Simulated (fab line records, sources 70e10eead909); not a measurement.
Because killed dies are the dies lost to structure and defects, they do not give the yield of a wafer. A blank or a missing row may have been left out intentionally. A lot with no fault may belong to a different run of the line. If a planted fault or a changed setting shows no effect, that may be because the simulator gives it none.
Matching of chambers | flow nand harc | 4 sister chambers for NHARC_A_STAIRCASE_ETCH_253 on rie diel-05
The step etches the open film in C4F8/O2, target depth 50 nm, time 20.2 s. 8 wafers are shown with their chamber, then 8 later ones without.

## WAFERS PAIRED WITH THEIR CHAMBERS
wafer  | chamber | rf vpp V (V) | oes product au (a.u.)
L075.6 | 1       | 903          | 0.952
L076.2 | 1       | 901          | 0.956
L076.3 | 0       | 897          | 0.956
L076.5 | 2       | 894          | 0.960
L077.1 | 3       | 889          | 0.971
L077.3 | 0       | 896          | 0.975
L077.5 | 2       | 895          | 0.977
L092.2 | 3       | 889          | 0.927

## WAFERS MISSING THEIR CHAMBER
wafer  | rf vpp V (V) | oes product au (a.u.)
L092.3 | 894          | 0.938
L092.6 | 893          | 0.938
L093.1 | 888          | 0.932
L093.2 | 893          | 0.934
L093.3 | 888          | 0.938
L095.2 | 889          | 0.944
L095.4 | 894          | 0.944
L095.6 | 896          | 0.956

## WHICH CHAMBER EACH ONE RAN IN
wafer  | from the rows above     | in truth
L092.3 | can't be placed: 2 or 0 | 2
L092.6 | can't be placed: 2 or 0 | 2
L093.1 | 3                       | 3
L093.2 | can't be placed: 2 or 0 | 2
L093.3 | 3                       | 3
L095.2 | 3                       | 3
L095.4 | can't be placed: 2 or 0 | 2
L095.6 | can't be placed: 0 or 2 | 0
Correctly placed: 3 of 8. Not placeable from these rows: 5 (in 5, the candidates include the true chamber). Number placed wrongly: 0.
How it was worked out, from the rows above alone: a wafer's distance from a chamber is the root of the sum, over the readings, of the square of ((its reading less the chamber's mean) divided by the reading's scatter). If the next closest chamber is less than 2 further off than the closest, the wafer can't be placed; otherwise it belongs to the closest. A chamber's mean is the mean of its shown wafers. The scatter is the square root of a quotient: the sum, over the shown wafers, of each reading's squared deviation from its chamber's mean, divided by wafers minus chambers.
